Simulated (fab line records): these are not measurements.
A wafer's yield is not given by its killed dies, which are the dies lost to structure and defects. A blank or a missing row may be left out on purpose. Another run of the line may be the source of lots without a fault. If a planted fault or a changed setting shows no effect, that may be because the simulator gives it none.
fab line records	flow n5-finfet
record: lots: 6	wafers: 18	last-day: 17
route steps=1938 shown MOL_CONTACT_COAG@548 BEOL_M4@1111
lots that met no fault: from a run of the same line without faults
start-h: the number of hours between the record's first day and the start of the first shown wafer of the lot	wait-h: how many hours have passed since the lot's step before this one	" unchanged from the row above	L1.1+2: several wafers, shown together as one row	- either no value or no given start	* or withheld: withheld	< > ~ a bound
route shown NAME@n: names a module that has steps shown in the file, with the first one's number in the route	usual: average and standard deviation across the fault-free wafers	same: alike in all rows	chamber/n: place in a boat	sites: readings site by site	_std_site: their standard deviation	_edge_site: mean of outer sites minus mean of inner sites	radius-mm: how far each site lies from the wafer's centre	mask NAME#n: copy n	behind: the most recent tool/chamber to have shaped the wafer	hold: cause of the lot's hold/its duration in hours/its outcome	device: which transistor (n, p or np) failed to switch	end of line: the route-end tests of the same wafers	step lacking rows: just its recipe	killed: dies lost to structure and defects at the first sort, not the wafer's yield	map: a wafer's dies, x killed, . not, _ none there
set.NAME: the run value of the setting; set.NAME@STEP: its run value at that earlier step	model.NAME: the simulator's own value behind a step, which no gauge read
certain route steps with their lots: each step a table, each wafer a row
services: a tool's chamber out of use, with start hour (start-h, from the record's first day; less than 0 if before it), hours out, and reason
== steps ==
step: N5_MOL_CONTACT_COAG_CO_FILL_22
recipe: material: Co	target-thk-a: 200	temp-c: 200	precursor: CCTBA/H2	pressure-torr: 30
usual: heater-power-w: 232/21
lot.wafer	tool	chamber	start-h	wait-h	heater-power-w
L853.4	cvd-co-01	0	91.78	0.4	226
L853.5	"	1	"	"	274
L853.6	"	2	"	"	227
L856.2	cvd-co-01	0	111.14	0.1	218
L856.3	"	2	"	"	216
L856.4	"	1	"	"	270
L868.2	cvd-co-01	2	183.55	0.1	220
L868.4	"	0	"	"	226
L868.5	"	1	"	"	271
L869.2	cvd-co-01	2	194.53	0.1	226
L869.4	"	2	"	"	219
L869.6	"	1	"	"	266
L872.3	cvd-co-01	0	204.44	0.1	227
L872.5	"	0	"	"	224
L872.6	"	1	"	"	267
L876.1	cvd-co-01	0	229.55	0.1	229
L876.2	"	2	"	"	227
L876.6	"	2	"	"	226
step: N5_MOL_CONTACT_COAG_ANNEAL_113
recipe: temp-c: 400	time-s: 300	ambient: H2/N2
usual: lamp-power-pct: 2.78/0.27	wafer_temp_C_max: 402.4/0.46
lot.wafer	tool	chamber	start-h	wait-h	lamp-power-pct	wafer_temp_C_max
L853.4	rtp-anneal-01	0	93.04	1.0	2.31	402.4
L853.5	"	0	"	"	2.31	402.9
L853.6	"	0	"	"	2.31	402.7
L856.2	rtp-anneal-02	0	111.95	0.5	2.94	403.1
L856.3	"	0	"	"	2.94	401.9
L856.4	"	0	"	"	2.93	402.9
L868.2	rtp-anneal-02	0	184.43	0.6	2.94	402.3
L868.4	"	0	"	"	2.94	402.3
L868.5	"	0	"	"	2.94	402.4
L869.2	rtp-anneal-02	0	195.29	0.5	2.93	402.8
L869.4	"	0	"	"	2.94	402.7
L869.6	"	0	"	"	2.94	402.9
L872.3	rtp-anneal-02	0	205.45	0.7	2.93	402.3
L872.5	"	0	"	"	2.94	402.6
L872.6	"	0	"	"	2.94	402.3
L876.1	rtp-anneal-01	0	230.17	0.3	2.30	402.4
L876.2	"	0	"	"	2.31	402.1
L876.6	"	0	"	"	2.31	402.7
step: N5_MOL_CONTACT_COAG_PRE_CLEAN_142
recipe: gas: H2/He	time-s: 60	temp-c: 300
step: N5_MOL_CONTACT_COAG_SPUTTER_130
recipe: material: Co	target-thk-a: 475	temp-c: 25	chamber-pressure-pa: 0.5	power-w: 3000
usual: throttle-valve-pct: 29.8/1.1
lot.wafer	tool	chamber	start-h	wait-h	throttle-valve-pct
L853.4	pvd-sputter-02	-	94.21	0.0	30.2
L853.5	"	-	"	"	29.1
L853.6	"	-	"	"	30.4
L856.2	pvd-sputter-02	-	113.89	0.0	31.7
L856.3	"	-	"	"	28.8
L856.4	"	-	"	"	30.3
L868.2	pvd-sputter-01	-	186.11	0.0	30.2
L868.4	"	-	"	"	30.5
L868.5	"	-	"	"	30.8
L869.2	pvd-sputter-02	-	199.61	0.0	30.3
L869.4	"	-	"	"	28.8
L869.6	"	-	"	"	31.8
L872.3	pvd-sputter-02	-	207.13	0.0	31.6
L872.5	"	-	"	"	30.1
L872.6	"	-	"	"	31.7
L876.1	pvd-sputter-03	-	232.44	0.0	28.3
L876.2	"	-	"	"	29.7
L876.6	"	-	"	"	28.7
step: N5_MOL_CONTACT_COAG_PRECLEAN_125
recipe: chemistry: DIW	time-s: 57.5	temp-c: 23
step: N5_MOL_CONTACT_COAG_SRD_126
recipe: dry-time-s: 32	dry: n2-spin	spin-rpm: 1500
step: N5_MOL_CONTACT_COAG_CMP_23
recipe: stop-on: SiO2	t-overpolish-s: 1.5	post-cmp-clean: cu-alkaline	down-force-psi: 2	platen-rpm: 50.289	pad-velocity-m-s: 1.0006	target-thk-nm: 0
usual: motor-current-A: 8.0/0.91	overpolish-run-s: 1.500/0.0096	platen-rpm: 50.29/0.033	time-to-endpoint-s: 10.6/1.8
lot.wafer	tool	chamber	start-h	wait-h	motor-current-A	overpolish-run-s	platen-rpm	time-to-endpoint-s
L853.4	cmp-01	0	94.43	0.1	9.5	1.482	50.30	14.3
L853.6	"	3	"	"	6.7	1.502	50.31	11.6
L853.5	"	0	"	"	9.5	1.499	50.26	12.2
L856.2	cmp-03	1	114.21	0.2	7.2	1.483	50.29	9.8
L856.4	"	3	"	"	8.6	1.492	50.26	11.4
L856.3	"	0	"	"	7.3	1.495	50.29	8.5
L868.2	cmp-02	3	186.37	0.1	8.4	1.489	50.29	9.0
L868.4	"	0	"	"	8.2	1.508	50.31	7.3
L868.5	"	1	"	"	9.0	1.510	50.32	5.6
L869.2	cmp-01	1	199.79	0.0	6.7	1.494	50.30	10.1
L869.4	"	3	"	"	7.1	1.515	50.29	9.4
L869.6	"	1	"	"	6.9	1.503	50.25	11.4
L872.3	cmp-02	3	207.32	0.0	8.8	1.511	50.29	9.2
L872.6	"	3	"	"	8.5	1.511	50.25	9.7
L872.5	"	0	"	"	7.6	1.485	50.31	11.9
L876.1	cmp-01	0	232.82	0.2	9.9	1.511	50.32	10.6
L876.2	"	3	"	"	6.9	1.496	50.28	7.1
L876.6	"	1	"	"	6.3	1.478	50.28	11.0
step: N5_MOL_CONTACT_COAG_WET_ETCH_26
recipe: target: Co	target-depth-nm: 13
step: N5_MOL_CONTACT_COAG_WET_ETCH_116
recipe: chemistry: SC1-inhibited	target-depth-nm: 4.6	dry: ipa-marangoni	rinse-time-s: 30	rinse-temp-c: 23
step: N5_MOL_CONTACT_COAG_ALD_27
recipe: material: SiOC	target-thk-a: 170	temp-c: 400	ald-precursor-family: carbosiloxane	ald-co-reactant: H2-plasma	pulse-time-s: 1.5	time-s: 2720	purge-time-s: 2	co-reactant-purge-time-s: 2	ald-cycles: 340	pressure-torr: 2
usual: heater-power-w: 848/87	precursor-pulse-height-rel: 1.001/0.021
same: co-reactant-purge-time-s: 2
lot.wafer	tool	chamber	start-h	wait-h	heater-power-w	precursor-pulse-height-rel
L853.4	ald-sin-03	1	97.05	1.8	925	0.991
L853.5	"	3	"	"	779	1.033
L853.6	"	2	"	"	801	0.999
L856.2	ald-sin-01	2	115.03	0.0	795	1.012
L856.3	"	1	"	"	877	1.016
L856.4	"	0	"	"	947	1.014
L868.2	ald-sin-01	2	188.82	1.7	816	0.993
L868.4	"	3	"	"	781	1.021
L868.5	"	0	"	"	953	0.999
L869.2	ald-sin-02	2	200.81	0.2	813	0.967
L869.4	"	1	"	"	802	0.999
L869.6	"	3	"	"	953	0.959
L872.3	ald-sin-01	0	208.19	0.1	978	0.947
L872.5	"	0	"	"	943	1.004
L872.6	"	3	"	"	786	0.952
L876.1	ald-sin-03	2	233.89	0.3	788	1.015
L876.2	"	3	"	"	741	0.976
L876.6	"	3	"	"	739	0.998
step: N5_MOL_CONTACT_COAG_CMP_28
recipe: stop-on: SiNx	t-overpolish-s: 0.85	post-cmp-clean: alkaline-brush	down-force-psi: 4.15	platen-rpm: 51.8	pad-velocity-m-s: 1.0307	target-thk-nm: 14.522
usual: motor-current-A: 12.3/1.6	platen-rpm: 51.80/0.033	time-to-endpoint-s: 5.6/1.8
lot.wafer	tool	chamber	start-h	wait-h	motor-current-A	platen-rpm	time-to-endpoint-s
L853.4	cmp-01	1	98.65	0.8	10.1	51.79	7.9
L853.6	"	0	"	"	15.2	51.80	7.7
L853.5	"	1	"	"	9.4	51.76	7.3
L856.2	cmp-03	0	116.60	0.8	10.9	51.84	6.5
L856.3	"	2	"	"	13.2	51.78	5.9
L856.4	"	3	"	"	13.2	51.78	7.3
L868.2	cmp-01	2	190.39	0.8	13.4	49.72	3.5
L868.4	"	0	"	"	14.6	49.69	4.5
L868.5	"	2	"	"	13.1	49.70	3.7
L869.2	cmp-01	1	202.37	0.8	10.2	49.74	4.5
L869.4	"	0	"	"	15.3	49.74	2.7
L869.6	"	2	"	"	13.8	49.71	2.9
L872.3	cmp-02	1	209.83	0.9	13.7	51.77	2.8
L872.5	"	3	"	"	13.7	51.80	3.4
L872.6	"	0	"	"	11.3	51.87	3.1
L876.2	cmp-03	1	235.50	0.8	11.2	51.76	6.0
L876.1	"	3	"	"	13.2	51.90	6.5
L876.6	"	1	"	"	11.0	51.84	5.8
step: N5_MOL_CONTACT_COAG_THK_MEAS_29
recipe: reads: SiNx_of_GATE_CUT_PECVD_57+SiNx_of_GATE_CUT_SAC_CAP_01
usual: MD_CAP_THK: 17.91/0.08
lot.wafer	tool	chamber	start-h	wait-h	MD_CAP_THK[nm]
L853.4	film-metro-02	-	98.91	-	17.96
L853.5	"	-	"	"	17.92
L853.6	"	-	"	"	17.78
L856.2	film-metro-01	-	116.90	-	17.93
L856.3	"	-	"	"	17.91
L856.4	"	-	"	"	17.99
L868.2	film-metro-01	-	190.68	-	18.02
L868.4	"	-	"	"	17.93
L868.5	"	-	"	"	17.98
L869.2	film-metro-01	-	202.67	-	18.10
L869.4	"	-	"	"	18.09
L869.6	"	-	"	"	17.98
L872.3	film-metro-02	-	210.05	-	18.06
L872.5	"	-	"	"	17.91
L872.6	"	-	"	"	17.99
L876.1	film-metro-01	-	235.76	-	17.77
L876.2	"	-	"	"	17.83
L876.6	"	-	"	"	17.92
step: N5_BEOL_M4_RC_MEAS_101
usual: DIBL_N: 36.4/1.5	DIBL_P: 36.6/1.9	IOFF_N: 0.155/0.021	IOFF_P: 0.211/0.028	ION_N: 671/8.6	ION_P: 462/5.8	SS_N: 71.5/0.5	SS_P: 73.4/0.58	VT_N: 250.1/2.4	VT_P: -250.1/3
lot.wafer	tool	chamber	start-h	wait-h	DIBL_N[mV/V]	DIBL_P[mV/V]	IOFF_N[nA/um]	IOFF_P[nA/um]	ION_N[uA/um]	ION_P[uA/um]	SS_N[mV/dec]	SS_P[mV/dec]	VT_N[mV]	VT_P[mV]
L853.4	prober-02	0	168.33	0.5	34.4	33.7	0.124	0.178	662	456	71.0	73.0	250.8	-250.5
L853.5	"	0	"	"	37.6	37.7	0.184	0.230	690	464	72.1	73.9	249.1	-249.0
L853.6	"	0	"	"	35.3	34.4	0.138	0.184	683	464	71.2	72.2	251.8	-250.1
L856.2	prober-01	0	186.62	0.2	36.9	38.2	0.157	0.202	670	455	71.2	72.7	252.9	-250.5
L856.3	"	0	"	"	37.0	38.2	0.161	0.208	674	460	71.4	72.5	252.0	-248.0
L856.4	"	0	"	"	38.1	38.9	0.173	0.218	676	456	73.1	74.1	252.0	-251.1
L868.2	prober-02	0	253.29	0.2	38.5	39.2	0.184	0.262	689	472	71.7	74.0	246.4	-247.2
L868.4	"	0	"	"	36.7	36.6	0.153	0.218	681	468	71.5	73.7	247.8	-251.6
L868.5	"	0	"	"	36.9	36.5	0.154	0.214	664	458	72.1	73.5	247.7	-249.8
L869.2	prober-01	0	273.91	0.2	37.2	36.7	0.153	0.222	671	460	72.1	73.7	250.6	-249.2
L869.4	"	0	"	"	35.3	34.4	0.115	0.187	653	455	71.2	72.6	255.9	-250.6
L869.6	"	0	"	"	38.0	37.9	0.162	0.244	662	460	72.1	73.5	250.1	-247.3
L872.3	prober-01	0	280.74	0.3	35.4	35.2	0.144	0.181	667	459	71.4	72.3	249.7	-251.8
L872.5	"	0	"	"	37.1	37.6	0.171	0.207	675	462	71.4	73.2	248.3	-250.1
L872.6	"	0	"	"	36.6	36.8	0.162	0.199	672	460	71.6	73.7	248.5	-251.7
L876.1	prober-02	0	308.25	0.0	34.5	34.4	0.117	0.138	674	460	70.9	72.5	252.8	-259.8
L876.2	"	0	"	"	36.2	35.8	0.140	0.153	675	455	71.0	73.1	251.5	-257.3
L876.6	"	0	"	"	37.7	38.3	0.170	0.188	680	454	70.7	74.0	247.1	-252.9
== services ==
tool	chamber	start-h	hours	kind
ald-sin-01	-	76.81	6.0	pm
cmp-03	-	78.90	0.4	repair
cmp-03	-	80.51	8.9	pm
ald-sin-01	-	86.21	14.0	pm
ald-sin-01	0	86.21	14.0	vent-cycle
cmp-03	-	98.57	2.3	repair
pvd-sputter-03	-	104.99	1.3	repair
pvd-sputter-03	-	111.29	1.9	repair
cmp-01	-	113.35	4.6	pm
cmp-02	-	113.67	4.0	pm
cmp-02	-	118.87	0.6	repair
cmp-01	-	128.92	2.1	repair
ald-sin-03	2	148.19	5.8	repair
cmp-01	-	153.57	2.0	repair
ald-sin-03	-	176.83	14.0	pm
cmp-03	-	183.79	20.6	pm
ald-sin-01	2	195.18	7.2	repair
cmp-02	-	195.41	0.5	repair
cmp-03	-	204.75	0.8	repair
cmp-01	-	213.82	4.0	pm
cmp-01	-	217.82	-	consumable-replace:conditioner
cmp-01	-	217.82	-	consumable-replace:pad
ald-sin-01	2	229.60	4.4	repair
ald-sin-02	-	231.81	0.7	repair
== key ==
first-sign: step: N5_MOL_CONTACT_COAG_CMP_28	reading: platen-rpm	direction: down	sigmas: 64	usual: 51.80	struck: 49.72
effect none on later readings
met-at N5_MOL_CONTACT_COAG_CMP_28
struck-wafers L868.2,L868.4,L868.5,L869.2,L869.4,L869.6
onset-between 98.65 190.39
fault: kind: process-parameter-drift	tool: cmp-01	chamber: -	onset-h: 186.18	steps: N5_MOL_CONTACT_COAG_CMP_28	channel: platen-rpm	offset: -2.072	shape: step	end-h: 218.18	acts-in: these-recipes-only	stated: 51.8
